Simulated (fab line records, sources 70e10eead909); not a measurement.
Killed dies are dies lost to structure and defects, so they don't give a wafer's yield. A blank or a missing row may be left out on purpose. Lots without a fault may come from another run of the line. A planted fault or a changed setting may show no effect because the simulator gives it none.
fab line records | flow nand_harc
record lots=6 wafers=18 last_day=23
route steps=1159 shown P_M1@311 P_M2@318 END@1159
lots that met no fault: from a run of the same line without faults
start_h: hours from the record's first day to the start of the lot's first wafer shown | wait_h: hours since the lot's step before | " the same as in the row above | L1.1+2: a row that stands for several wafers | - no value, or no start given | * or withheld: withheld | < > ~ a bound
route shown NAME@n: a module of which the file shows steps, and the number in the route of the first | usual: mean/standard deviation of fault-free wafers | same: alike in all rows | chamber/n: place in a boat | sites: the reading at each site | _std_site: their standard deviation | _edge_site: outer sites' mean less inner sites' | radius_mm: how far each site lies from the wafer's centre | mask NAME#n: copy n | behind: the tool/chamber that last shaped the wafer | hold: why the lot was held/for how many hours/how that ended | device: the transistor (n, p or np) that didn't switch | end of line: the same wafers' tests at the end of the route | a step without rows: its recipe alone | killed: dies lost to structure and defects at the first sort, not the wafer's yield | map: a wafer's dies, x killed, . not, _ none there
set.NAME: the setting as run; set.NAME@STEP: as run at that earlier step | model.NAME: the simulator's own value behind a step, which no gauge read
lots at some steps of the route; a table a step, a row a wafer
services: from which hour (start_h, from the record's first day; less than 0 if before it) a tool's chamber was out of use, for how many hours, and why
## steps
# step NHARC_P_M1_CMP_23
# recipe t_overpolish_s=20 target_thk_nm=157.82
# usual motor_current_A=12.6/1.4 retaining_ring_pressure_frac=1.000/0.0051 time_to_endpoint_s=29/3.1
# columns lot.wafer tool chamber start_h wait_h motor_current_A retaining_ring_pressure_frac time_to_endpoint_s
L744.1 cmp-03 0 151.93 - 14.3 0.999 24
L744.2 " 2 " " 14.8 1.000 29
L744.6 " 3 " " 12.2 1.009 27
L749.1 cmp-03 3 188.96 - 12.3 0.995 32
L749.2 " 0 " " 15.3 1.002 26
L749.6 " 2 " " 13.5 0.999 34
L751.2 cmp-01 0 203.52 - 10.5 0.995 28
L751.6 " 1 " " 11.7 1.001 30
L751.5 " 2 " " 12.1 1.002 23
L755.4 cmp-02 0 220.33 - 9.6 1.003 24
L755.1 " 2 " " 13.6 0.993 26
L755.3 " 3 " " 11.1 1.000 27
L754.3 cmp-01 0 221.04 - 10.8 1.000 32
L754.4 " 1 " " 12.0 1.001 32
L754.5 " 0 " " 10.7 0.996 30
L756.4 cmp-03 2 227.70 - 13.6 0.995 32
L756.1 " 3 " " 12.0 1.003 26
L756.5 " 2 " " 13.5 1.002 32
# step NHARC_P_M1_THK_MEAS_24
# recipe thk_meas_gauge=xrf
# usual thk_nm=157.7/1.6
# columns lot.wafer tool chamber start_h wait_h thk_nm
L744.1 film_metro-02 - 152.22 - 155.1
L744.2 " - " " 157.6
L744.6 " - " " 159.7
L749.1 film_metro-01 - 189.24 - 159.7
L749.2 " - " " 156.3
L749.6 " - " " 158.4
L751.2 film_metro-02 - 203.75 - 158.4
L751.5 " - " " 156.4
L751.6 " - " " 156.5
L755.1 film_metro-01 - 220.64 - 157.8
L755.3 " - " " 156.1
L755.4 " - " " 157.4
L754.3 film_metro-01 - 221.35 - 157.6
L754.4 " - " " 158.1
L754.5 " - " " 159.7
L756.1 film_metro-01 - 227.99 - 157.8
L756.4 " - " " 161.1
L756.5 " - " " 160.2
# step NHARC_P_M1_SRD_25
# step NHARC_P_M1_INSPECT_27
# usual raw_defect_count=328/120
# columns lot.wafer tool chamber start_h wait_h raw_defect_count
L744.1 defect_inspect-01 - 152.38 0.0 394
L744.2 " - " " 417
L744.6 " - " " 380
L749.1 defect_inspect-02 - 189.40 0.0 507
L749.2 " - " " 364
L749.6 " - " " 420
L751.2 defect_inspect-01 - 203.91 0.0 188
L751.5 " - " " 353
L751.6 " - " " 159
L755.1 defect_inspect-02 - 220.80 0.0 283
L755.3 " - " " 216
L755.4 " - " " 322
L754.3 defect_inspect-02 - 221.51 0.0 247
L754.4 " - " " 220
L754.5 " - " " 167
L756.1 defect_inspect-02 - 228.15 0.0 432
L756.4 " - " " 361
L756.5 " - " " 279
# step NHARC_P_M1_PRE_CLEAN_32
# recipe time_s=12 temp_c=370 rf_power_w=300 gas=NH3
# usual heater_power_w=666/83 susceptor_temp_C=370.00/0.21
# columns lot.wafer tool chamber start_h wait_h heater_power_w susceptor_temp_C
L744.1 pecvd-01 2 152.46 0.1 738 369.84
L744.2 " 0 " " 691 369.73
L744.6 " 2 " " 751 370.26
L749.2 pecvd-02 1 189.47 0.1 602 369.55
L749.1 " 2 " " 475 370.07
L749.6 " 0 " " 646 370.23
L751.2 pecvd-01 2 204.00 0.1 745 369.86
L751.6 " 0 " " 708 369.77
L751.5 " 1 " " 739 369.85
L755.1 pecvd-04 1 220.86 0.1 704 369.78
L755.3 " 2 " " 698 370.41
L755.4 " 2 " " 697 370.23
L754.3 pecvd-02 1 221.58 0.1 647 369.84
L754.4 " 1 " " 648 369.89
L754.5 " 0 " " 719 369.97
L756.1 pecvd-01 2 228.24 0.1 752 369.99
L756.4 " 2 " " 735 370.18
L756.5 " 2 " " 771 370.08
# step NHARC_P_M1_DEP_33
# recipe target_thk_a=300 temp_c=370 target_thk_nm=30 pressure_torr=3 flow_sccm=200 rf_w=450 material=SiCN
# usual heater_power_w=611/85 susceptor_temp_C=369.97/0.23
# columns lot.wafer tool chamber start_h wait_h heater_power_w susceptor_temp_C
L744.1 pecvd-01 2 152.54 0.1 668 370.46
L744.2 " 0 " " 649 370.05
L744.6 " 2 " " 675 369.65
L749.2 pecvd-02 1 189.55 0.1 556 370.44
L749.1 " 2 " " 446 369.88
L749.6 " 0 " " 620 369.61
L751.2 pecvd-01 2 204.14 0.1 684 369.90
L751.6 " 0 " " 663 369.73
L751.5 " 1 " " 719 370.01
L755.1 pecvd-04 1 220.94 0.1 603 369.69
L755.3 " 2 " " 652 370.19
L755.4 " 2 " " 648 370.18
L754.3 pecvd-02 1 221.66 0.1 541 370.04
L754.4 " 1 " " 564 370.24
L754.5 " 0 " " 680 369.97
L756.1 pecvd-01 2 228.40 0.1 685 369.95
L756.4 " 2 " " 702 369.24
L756.5 " 2 " " 713 369.53
# step NHARC_P_M2_DEP_00
# recipe target_thk_a=1825 target_thk_nm=182.5 temp_c=withheld pressure_torr=5 flow_sccm=200 rf_w=600 material=SiOC
# step NHARC_P_M2_DEHYDRATE_01
# recipe temp_c=150 time_s=120
# step NHARC_P_M2_HMDS_02
# recipe time_s=30
# step NHARC_P_M2_COAT_34
# recipe temp_c=200 time_s=65
# step NHARC_P_M2_COAT_03
# recipe spin_rpm=1500 resist_thk_nm=90
# step NHARC_P_M2_SOFTBAKE_04
# recipe temp_c=105 time_s=55
# usual heater_power_total_W=188.44/0.13 resist_line_temp_C=22.99/0.11
# columns lot.wafer tool chamber start_h wait_h heater_power_total_W resist_line_temp_C
L744.1 litho_track-04 0 153 - 188.40 22.90
L744.2 " 0 " " 188.56 22.98
L744.6 " 0 " " 188.37 22.97
L749.1 litho_track-04 0 190 - 188.35 22.86
L749.2 " 0 " " 188.38 22.95
L749.6 " 0 " " 188.40 22.96
L751.2 litho_track-04 0 204 - 212.59 23.13
L751.5 " 0 " " 212.57 22.99
L751.6 " 0 " " 212.63 23.02
L755.1 litho_track-04 0 221 - 212.66 22.97
L755.3 " 0 " " 212.97 22.90
L755.4 " 0 " " 212.59 22.95
L754.3 litho_track-06 0 222 - 188.27 23.00
L754.4 " 0 " " 188.33 22.82
L754.5 " 0 " " 188.36 22.88
L756.1 litho_track-01 0 229 - 188.35 23.04
L756.4 " 0 " " 188.41 23.10
L756.5 " 0 " " 188.38 23.13
# step NHARC_P_M2_EBR_05
# step NHARC_END_SORT_01
# recipe temp_c=25
# usual defect_limited_yield=96.2/1.3 killed_at_array=21/8.9 killed_at_other=0.8/1.3 killed_at_periphery=3.6/2.4 killed_dies=26/8.9 killed_open=3.1/1.8 killed_short=1.9/1.3 sort_bin_2_pct=1.2/0.54 sort_bin_3_pct=0.21/0.17 sort_bin_4_pct=2.4/0.91 sort_n_pass=651/8.9 sort_rim_yield_pct=95.0/2.8 sort_yield_pct=96.2/1.3
# same gross_dies=677 sort_bin_5_pct[%]=0 sort_bin_6_pct[%]=0 sort_bin_7_pct[%]=0 sort_bin_8_pct[%]=0 sort_rim_n_gross=106.00
# columns lot.wafer tool chamber start_h wait_h defect_limited_yield[%] killed_at_array killed_at_other killed_at_periphery killed_dies killed_open killed_short sort_bin_2_pct[%] sort_bin_3_pct[%] sort_bin_4_pct[%] sort_n_pass sort_rim_yield_pct[%] sort_yield_pct[%]
L744.1 prober-02 0 463.58 2.5 94.4 33 2 3 38 3 3 1.3 0.15 4.1 639 96.2 94.4
L744.2 prober-02 0 464.38 2.8 94.5 33 0 4 37 3 0 1.8 0 3.7 640 90.6 94.5
L744.6 prober-02 0 467.56 4.0 94.7 35 0 1 36 0 2 1.9 0.30 3.1 641 96.2 94.7
L749.1 prober-02 0 515.75 2.5 94.5 32 2 3 37 4 2 1.9 0.30 3.2 640 95.3 94.5
L749.2 prober-02 0 516.55 2.8 94.2 30 2 7 39 4 2 1.6 0.15 4.0 638 92.5 94.2
L749.6 prober-02 0 519.78 4.0 94.5 33 1 3 37 2 3 1.5 0.89 3.1 640 89.6 94.5
L751.2 prober-02 0 529.36 2.8 97.2 15 0 4 19 2 2 0.9 0.15 1.8 658 93.4 97.2
L751.5 prober-02 0 531.77 3.7 96.9 13 1 7 21 2 2 0.9 0.30 1.9 656 97.2 96.9
L751.6 prober-02 0 532.58 4.0 96.2 20 1 5 26 7 5 0.7 0.15 3.0 651 92.5 96.2
L754.3 prober-01 0 537.10 3.1 95.6 26 1 3 30 5 1 1.3 0.44 2.7 647 99.1 95.6
L754.4 prober-01 0 537.89 3.4 96.0 21 0 6 27 3 3 1.8 0.30 1.9 650 98.1 96.0
L754.5 prober-01 0 538.69 3.7 95.7 27 0 2 29 1 0 1.3 0.15 2.8 648 99.1 95.7
L755.1 prober-02 0 543.07 2.6 97.6 15 1 0 16 1 4 0.6 0.30 1.5 661 95.3 97.6
L755.3 prober-02 0 544.67 3.1 96.9 18 0 3 21 2 3 0.9 0.15 2.1 656 94.3 96.9
L755.4 prober-02 0 545.48 3.4 98.1 11 0 2 13 5 0 0.3 0.15 1.5 664 98.1 98.1
L756.1 prober-02 0 550.93 2.5 97.0 16 1 3 20 0 2 0.9 0.30 1.8 657 97.2 97.0
L756.4 prober-02 0 553.36 3.4 97.9 12 0 2 14 4 0 0.7 0.15 1.2 663 99.1 97.9
L756.5 prober-02 0 554.17 3.7 96.8 16 0 6 22 2 1 1.2 0 2.1 655 94.3 96.8
# killed by level:class
L744.1 A_CHANNEL_HOLE_D1:chamber_film_flake=12 A_SLIT:chamber_film_flake=11 A_CONTACT:chamber_film_flake=4 P_CONTACT:chamber_film_flake=2 A_STAIRCASE:chamber_film_flake=2 P_CONTACT:geometric_particle:open=1 A_CHANNEL_HOLE_D1:geometric_particle:short=1 A_SGD_CUT:geometric_particle:open=1
L744.2 A_CHANNEL_HOLE_D1:chamber_film_flake=13 A_CONTACT:chamber_film_flake=10 A_SLIT:chamber_film_flake=6 A_STAIRCASE:chamber_film_flake=3 P_CONTACT:chamber_film_flake=2 P_CONTACT:geometric_particle:open=1 P_M0:geometric_particle:open=1 A_ONON_D1:geometric_particle:open=1
L744.6 A_CHANNEL_HOLE_D1:chamber_film_flake=17 A_STAIRCASE:chamber_film_flake=6 A_SLIT:chamber_film_flake=6 A_CONTACT:chamber_film_flake=4 P_GATE:geometric_particle:short=1 A_CHANNEL_FILL_D1:geometric_particle:short=1 A_CHANNEL_FILL_D1:chamber_film_flake=1
L749.1 A_CHANNEL_HOLE_D1:chamber_film_flake=18 A_SLIT:chamber_film_flake=8 A_CONTACT:chamber_film_flake=2 THIN_TSV:chamber_film_flake=2 P_GATE:geometric_particle:open=1 P_CONTACT:geometric_particle:open=1 A_CHANNEL_FILL_D1:geometric_particle:short=1 A_CONTACT:geometric_particle:open=1
L749.2 A_CHANNEL_HOLE_D1:chamber_film_flake=17 A_SLIT:chamber_film_flake=8 P_ZERO_WELL:chamber_film_flake=3 THIN_TSV:chamber_film_flake=2 P_CONTACT:geometric_particle:open=1 P_M0:geometric_particle:open=1 A_WL_FILL:geometric_particle:short=1 A_CONTACT:geometric_particle:open=1
L749.6 A_CHANNEL_HOLE_D1:chamber_film_flake=14 A_SLIT:chamber_film_flake=10 A_CONTACT:chamber_film_flake=4 P_GATE:geometric_particle:open=1 A_CHANNEL_FILL_D1:geometric_particle:short=1 A_WL_FILL:geometric_particle:short=1 A_CONTACT:geometric_particle:open=1 A_M1:geometric_particle:short=1
L751.2 A_SLIT:chamber_film_flake=5 A_CONTACT:chamber_film_flake=4 A_CHANNEL_HOLE_D1:chamber_film_flake=3 P_ZERO_WELL:chamber_film_flake=2 P_STI:geometric_particle:short=1 A_CONTACT:geometric_particle:open=1 A_BLC:geometric_particle:open=1 A_M0:geometric_particle:short=1
L751.5 A_SLIT:chamber_film_flake=3 A_CHANNEL_HOLE_D1:chamber_film_flake=3 A_CONTACT:chamber_film_flake=3 P_ZERO_WELL:chamber_film_flake=2 P_STI:chamber_film_flake=2 P_M2:chamber_film_flake=2 P_CONTACT:geometric_particle:open=1 A_ONON_D1:geometric_particle:short=1
L751.6 A_SLIT:chamber_film_flake=8 A_CONTACT:geometric_particle:open=4 A_BLC:geometric_particle:short=2 P_GATE:chamber_film_flake=2 A_CONTACT:chamber_film_flake=2 P_M0:geometric_particle:open=1 P_M1:geometric_particle:short=1 A_ONON_D1:geometric_particle:short=1
L754.3 A_CHANNEL_HOLE_D1:chamber_film_flake=16 A_STAIRCASE:chamber_film_flake=4 A_CONTACT:geometric_particle:open=2 P_STI:geometric_particle:open=1 A_CONTACT:geometric_particle:short=1 A_M0:geometric_particle:open=1 A_M1:geometric_particle:open=1 P_ZERO_WELL:chamber_film_flake=1
L754.4 A_CHANNEL_HOLE_D1:chamber_film_flake=15 P_ZERO_WELL:chamber_film_flake=3 P_CONTACT:geometric_particle:open=1 P_M2:geometric_particle:open=1 A_CHANNEL_HOLE_D1:geometric_particle:short=1 A_CHANNEL_FILL_D1:geometric_particle:open=1 A_CHANNEL_FILL_D1:geometric_particle:short=1 A_WL_FILL:geometric_particle:short=1
L754.5 A_CHANNEL_HOLE_D1:chamber_film_flake=19 A_STAIRCASE:chamber_film_flake=4 A_CONTACT:chamber_film_flake=2 A_BLC:geometric_particle:open=1 P_ZERO_WELL:chamber_film_flake=1 P_M0:chamber_film_flake=1 A_BLC:chamber_film_flake=1
L755.1 A_CONTACT:chamber_film_flake=5 A_CHANNEL_HOLE_D1:chamber_film_flake=3 A_ONON_D1:geometric_particle:short=1 A_CHANNEL_HOLE_D1:geometric_particle:short=1 A_SGD_CUT:geometric_particle:short=1 A_CONTACT:geometric_particle:open=1 A_M1:geometric_particle:short=1 A_ZERO_WELL:chamber_film_flake=1
L755.3 A_CHANNEL_HOLE_D1:chamber_film_flake=6 A_CONTACT:chamber_film_flake=5 A_BLC:geometric_particle:short=2 P_M0:geometric_particle:open=1 A_STAIRCASE:geometric_particle:short=1 A_CONTACT:geometric_particle:open=1 P_ZERO_WELL:chamber_film_flake=1 P_BONDPAD:chamber_film_flake=1
L755.4 A_CHANNEL_HOLE_D1:chamber_film_flake=4 A_ONON_D1:geometric_particle:open=2 A_WL_FILL:chamber_film_flake=2 P_CONTACT:geometric_particle:open=1 P_M1:geometric_particle:open=1 A_CHANNEL_FILL_D1:geometric_particle:open=1 A_ZERO_WELL:chamber_film_flake=1 A_CONTACT:chamber_film_flake=1
L756.1 A_CONTACT:chamber_film_flake=7 A_CHANNEL_HOLE_D1:chamber_film_flake=6 A_WL_FILL:geometric_particle:short=1 A_M0:geometric_particle:short=1 P_STI:chamber_film_flake=1 P_GATE:chamber_film_flake=1 P_M0:chamber_film_flake=1 A_SLIT:chamber_film_flake=1
L756.4 A_CHANNEL_HOLE_D1:chamber_film_flake=5 A_CONTACT:chamber_film_flake=4 P_CONTACT:geometric_particle:open=2 A_CHANNEL_FILL_D1:geometric_particle:open=1 A_M0:geometric_particle:open=1 A_STAIRCASE:chamber_film_flake=1
L756.5 A_CONTACT:chamber_film_flake=7 A_CHANNEL_HOLE_D1:chamber_film_flake=4 P_GATE:chamber_film_flake=3 A_STAIRCASE:chamber_film_flake=3 P_STI:chamber_film_flake=2 P_CONTACT:geometric_particle:open=1 A_CONTACT:geometric_particle:short=1 A_M0:geometric_particle:open=1
## services
# columns tool chamber start_h hours kind
cmp-02 - 128.50 4.0 pm
cmp-01 - 133.87 1.8 repair
litho_track-04 - 141.00 7.0 pm
pecvd-02 - 153.00 13.0 pm
pecvd-02 0 153.00 13.0 vent_cycle
pecvd-02 1 153.00 13.0 vent_cycle
pecvd-02 2 153.00 13.0 vent_cycle
cmp-03 - 156.00 4.0 pm
cmp-03 - 160.00 - consumable_replace:conditioner
cmp-03 - 160.00 - consumable_replace:pad
pecvd-02 0 166.00 - clean
pecvd-02 1 166.00 - clean
pecvd-02 2 166.00 - clean
cmp-02 - 167.06 1.8 repair
cmp-01 - 179.50 4.0 pm
cmp-01 - 183.50 - consumable_replace:conditioner
cmp-01 - 183.50 - consumable_replace:pad
pecvd-04 - 196.68 13.0 pm
pecvd-04 0 196.68 13.0 vent_cycle
pecvd-04 1 196.68 13.0 vent_cycle
pecvd-04 2 196.68 13.0 vent_cycle
pecvd-01 1 216.04 15.7 repair
cmp-03 - 221.04 2.5 repair
cmp-02 - 226.50 4.0 pm
## key
first_sign step=NHARC_P_M2_SOFTBAKE_04 reading=heater_power_total_W direction=up sigmas=99+ usual=* struck=*
effect none on later readings
met_at NHARC_P_M2_SOFTBAKE_04
struck_wafers L751.2,L751.5,L751.6,L755.1,L755.3,L755.4
fault kind=process_parameter_drift tool=litho_track-04 chamber=- onset_h=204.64 steps=NHARC_P_M2_SOFTBAKE_04 channel=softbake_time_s offset=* shape=step end_h=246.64 acts_in=* stated=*
